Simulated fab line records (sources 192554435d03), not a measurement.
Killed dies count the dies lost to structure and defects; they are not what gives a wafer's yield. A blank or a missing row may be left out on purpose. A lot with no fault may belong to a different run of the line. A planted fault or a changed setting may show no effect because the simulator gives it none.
Chamber matching ; flow n5 finfet ; N5_HKMG_FIN_STRIP_34 on rie diel-01: 4 sister chambers
The step strips in CF4. 4 wafers are shown with their chamber, then 7 later ones without.

WAFERS, EACH WITH ITS CHAMBER
wafer;chamber;drypump motor current A (A)
L079.1;3;5.6
L082.6;2;6.5
L086.2;1;5.8
L086.3;0;5.9

WAFERS WITHOUT THEIR CHAMBER
wafer;drypump motor current A (A)
L086.4;5.6
L085.1;6.4
L085.4;5.9
L085.5;6.4
L097.3;5.8
L097.4;5.9
L097.6;5.6

EACH ONE'S CHAMBER
wafer;from the rows above;in truth
L086.4;3;3
L085.1;2;2
L085.4;can't be placed: 0 or 1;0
L085.5;2;2
L097.3;can't be placed: 1 or 0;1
L097.4;can't be placed: 0 or 1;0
L097.6;3;3
Correctly placed: 4 of 7. Unplaceable from these rows: 3, with the true chamber sitting among the candidates in 3. Placed wrongly: 0.
How it was worked out, from the rows above alone: a wafer's distance from a chamber is the root of the sum, over the readings, of the square of ((its reading less the chamber's mean) divided by the reading's scatter). The wafer belongs to the nearest chamber; if the next one is less than 2 further off, it can't be placed. Each chamber's mean is taken over the wafers shown for it. The scatter (one wafer shown for each chamber): square how far every hidden wafer sits from the nearest shown wafer, average those squares and take the square root.
